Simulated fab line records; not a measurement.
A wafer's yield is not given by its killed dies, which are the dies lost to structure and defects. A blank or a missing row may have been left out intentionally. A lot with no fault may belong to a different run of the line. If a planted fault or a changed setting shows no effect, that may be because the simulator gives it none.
Split-lot study :: flow n5-finfet :: 7 lots, 21 wafers read, on a route of 1938 steps

== SPLIT DETAILS ==
At N5_BEOL_M10_COAT_22 (resist thk 90 nm), the setting spin-rpm was moved away from the recipe's 1500 rpm on 6 of the 21 wafers read, by -8.5% to +8.4%. All remaining wafers had this setting at the recipe value.

== FROM THE SPLIT TO THE READING: what the file shows between them, 3 steps ==
- N5_BEOL_M10_PEB_26: peb time 60 s (also split here: peb-time-s)
- N5_BEOL_M10_DEVELOP_27: develop time 30 s
- N5_BEOL_M10_CD_MEAS_28: target cd 70 nm

== THE READING ==
CAR-ArF_of_BEOL_M10_COAT_22.thk-nm (the simulator's own value, which no gauge read), in nm, at N5_BEOL_M10_DESCUM_33 (chemistry O2, time 7.9 s). The file does not state a usual value for it. Average 83.5 nm, standard deviation 0.37 nm, over the 15 wafers here run with the recipe.

wafer: L075.1
tool, chamber at the split: litho-track-01, 0
spin-rpm as run, rpm: 1500
against the recipe: recipe
CAR-ArF_of_BEOL_M10_COAT_22.thk-nm, nm: 83.8
against lot-mates on the recipe: -

wafer: L075.3
tool, chamber at the split: litho-track-01, 0
spin-rpm as run, rpm: 1626
against the recipe: +8.4%
CAR-ArF_of_BEOL_M10_COAT_22.thk-nm, nm: 80
against lot-mates on the recipe: -3.6

wafer: L075.4
tool, chamber at the split: litho-track-01, 0
spin-rpm as run, rpm: 1500
against the recipe: recipe
CAR-ArF_of_BEOL_M10_COAT_22.thk-nm, nm: 83.4
against lot-mates on the recipe: -

wafer: L077.2
tool, chamber at the split: litho-track-01, 0
spin-rpm as run, rpm: 1500
against the recipe: recipe
CAR-ArF_of_BEOL_M10_COAT_22.thk-nm, nm: 83
against lot-mates on the recipe: -

wafer: L077.3
tool, chamber at the split: litho-track-01, 0
spin-rpm as run, rpm: 1376
against the recipe: -8.3%
CAR-ArF_of_BEOL_M10_COAT_22.thk-nm, nm: 87.2
against lot-mates on the recipe: +4.2

wafer: L077.6
tool, chamber at the split: litho-track-01, 0
spin-rpm as run, rpm: 1376
against the recipe: -8.3%
CAR-ArF_of_BEOL_M10_COAT_22.thk-nm, nm: 87.4
against lot-mates on the recipe: +4.4

wafer: L078.2
tool, chamber at the split: litho-track-03, 0
spin-rpm as run, rpm: 1574
against the recipe: +4.9%
CAR-ArF_of_BEOL_M10_COAT_22.thk-nm, nm: 81.4
against lot-mates on the recipe: -2.1

wafer: L078.4
tool, chamber at the split: litho-track-03, 0
spin-rpm as run, rpm: 1500
against the recipe: recipe
CAR-ArF_of_BEOL_M10_COAT_22.thk-nm, nm: 83.4
against lot-mates on the recipe: -

wafer: L078.5
tool, chamber at the split: litho-track-03, 0
spin-rpm as run, rpm: 1500
against the recipe: recipe
CAR-ArF_of_BEOL_M10_COAT_22.thk-nm, nm: 83.6
against lot-mates on the recipe: -

wafer: L082.2
tool, chamber at the split: litho-track-03, 0
spin-rpm as run, rpm: 1500
against the recipe: recipe
CAR-ArF_of_BEOL_M10_COAT_22.thk-nm, nm: 83.8
against lot-mates on the recipe: -

wafer: L082.4
tool, chamber at the split: litho-track-03, 0
spin-rpm as run, rpm: 1500
against the recipe: recipe
CAR-ArF_of_BEOL_M10_COAT_22.thk-nm, nm: 84.2
against lot-mates on the recipe: -

wafer: L082.6
tool, chamber at the split: litho-track-03, 0
spin-rpm as run, rpm: 1500
against the recipe: recipe
CAR-ArF_of_BEOL_M10_COAT_22.thk-nm, nm: 84.2
against lot-mates on the recipe: -

wafer: L084.1
tool, chamber at the split: litho-track-01, 0
spin-rpm as run, rpm: 1500
against the recipe: recipe
CAR-ArF_of_BEOL_M10_COAT_22.thk-nm, nm: 83.6
against lot-mates on the recipe: -

wafer: L084.6
tool, chamber at the split: litho-track-01, 0
spin-rpm as run, rpm: 1500
against the recipe: recipe
CAR-ArF_of_BEOL_M10_COAT_22.thk-nm, nm: 83.6
against lot-mates on the recipe: -

wafer: L084.3
tool, chamber at the split: litho-track-01, 0
spin-rpm as run, rpm: 1372
against the recipe: -8.5%
CAR-ArF_of_BEOL_M10_COAT_22.thk-nm, nm: 87.4
against lot-mates on the recipe: +3.8

wafer: L091.1
tool, chamber at the split: litho-track-01, 0
spin-rpm as run, rpm: 1550
against the recipe: +3.3%
CAR-ArF_of_BEOL_M10_COAT_22.thk-nm, nm: 81.6
against lot-mates on the recipe: -1.8

wafer: L091.2
tool, chamber at the split: litho-track-01, 0
spin-rpm as run, rpm: 1500
against the recipe: recipe
CAR-ArF_of_BEOL_M10_COAT_22.thk-nm, nm: 83.4
against lot-mates on the recipe: -

wafer: L091.3
tool, chamber at the split: litho-track-01, 0
spin-rpm as run, rpm: 1500
against the recipe: recipe
CAR-ArF_of_BEOL_M10_COAT_22.thk-nm, nm: 83.4
against lot-mates on the recipe: -

wafer: L095.3
tool, chamber at the split: litho-track-02, 0
spin-rpm as run, rpm: 1500
against the recipe: recipe
CAR-ArF_of_BEOL_M10_COAT_22.thk-nm, nm: 83.2
against lot-mates on the recipe: -

wafer: L095.5
tool, chamber at the split: litho-track-02, 0
spin-rpm as run, rpm: 1500
against the recipe: recipe
CAR-ArF_of_BEOL_M10_COAT_22.thk-nm, nm: 83
against lot-mates on the recipe: -

wafer: L095.6
tool, chamber at the split: litho-track-02, 0
spin-rpm as run, rpm: 1500
against the recipe: recipe
CAR-ArF_of_BEOL_M10_COAT_22.thk-nm, nm: 83
against lot-mates on the recipe: -

THE FIT
A straight line over all 21 wafers: CAR-ArF_of_BEOL_M10_COAT_22.thk-nm changes by -0.45 nm for each +1% of spin-rpm; r = -0.98; the points scatter about the line by 0.35 nm.
The same after taking each lot's own level away (the mean of its wafers on the recipe; 21 wafers): -0.475 nm for each +1%; r = -0.99; scatter 0.21 nm.
Per that fit: largest spin-rpm move, reading shift of 4.1 nm.
The span of the lots' own levels, 83.00 to 84.07 nm, comes to 2.9 times the standard deviation stated above.
Consequently the slope shifts little with the lot-to-lot level, the two slopes agreeing.
Check: with one of the wafers moved furthest among these (-8.5%) left out of the fit, the line predicts +4.2 nm for it against its lot-mates. Against them it came out at +3.8 nm.

== THESE WAFERS: OTHER SPLITS ==
These wafers also went through other splits before the reading. Each is held against what the fit with the lots' levels taken away leaves over:
other split on the same wafers: N5_BEOL_M7_ETCH_66 time-s
wafers away from the commonest value: 8
r with CAR-ArF_of_BEOL_M10_COAT_22.thk-nm (lot level and that fit taken away): +0.15

other split on the same wafers: N5_BEOL_M7_TRENCH_ETCH_37 bias-w
wafers away from the commonest value: 8
r with CAR-ArF_of_BEOL_M10_COAT_22.thk-nm (lot level and that fit taken away): -0.11

other split on the same wafers: N5_BEOL_M8_EXPOSE_25 dose-mj
wafers away from the commonest value: 8
r with CAR-ArF_of_BEOL_M10_COAT_22.thk-nm (lot level and that fit taken away): -0.06

other split on the same wafers: N5_BEOL_M9_ETCH_66 time-s
wafers away from the commonest value: 8
r with CAR-ArF_of_BEOL_M10_COAT_22.thk-nm (lot level and that fit taken away): +0.39

other split on the same wafers: N5_BEOL_M9_TRENCH_ETCH_37 time-s
wafers away from the commonest value: 8
r with CAR-ArF_of_BEOL_M10_COAT_22.thk-nm (lot level and that fit taken away): -0.03

other split on the same wafers: N5_BEOL_M10_PEB_26 peb-time-s
wafers away from the commonest value: 9
r with CAR-ArF_of_BEOL_M10_COAT_22.thk-nm (lot level and that fit taken away): +0.07

== THE WHOLE CHAIN: every reading that the file lists as answering this split, in the file's order ==
step: N5_BEOL_M10_COAT_22
what it does: resist thk 90 nm
reading: CAR-ArF_of_BEOL_M10_COAT_22.thk-nm (the simulator's own value, which no gauge read)
change (the file's fit): -0.445 nm for each +1% of the setting
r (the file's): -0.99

step: N5_BEOL_M10_DESCUM_33
what it does: chemistry O2, time 7.9 s
reading: CAR-ArF_of_BEOL_M10_COAT_22.thk-nm (the simulator's own value, which no gauge read)
change (the file's fit): -0.464 nm for each +1% of the setting
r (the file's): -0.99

== FILE'S OWN FIT ==
CAR-ArF_of_BEOL_M10_COAT_22.thk-nm changes by -0.464 nm for each +1% of spin-rpm, r = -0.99.
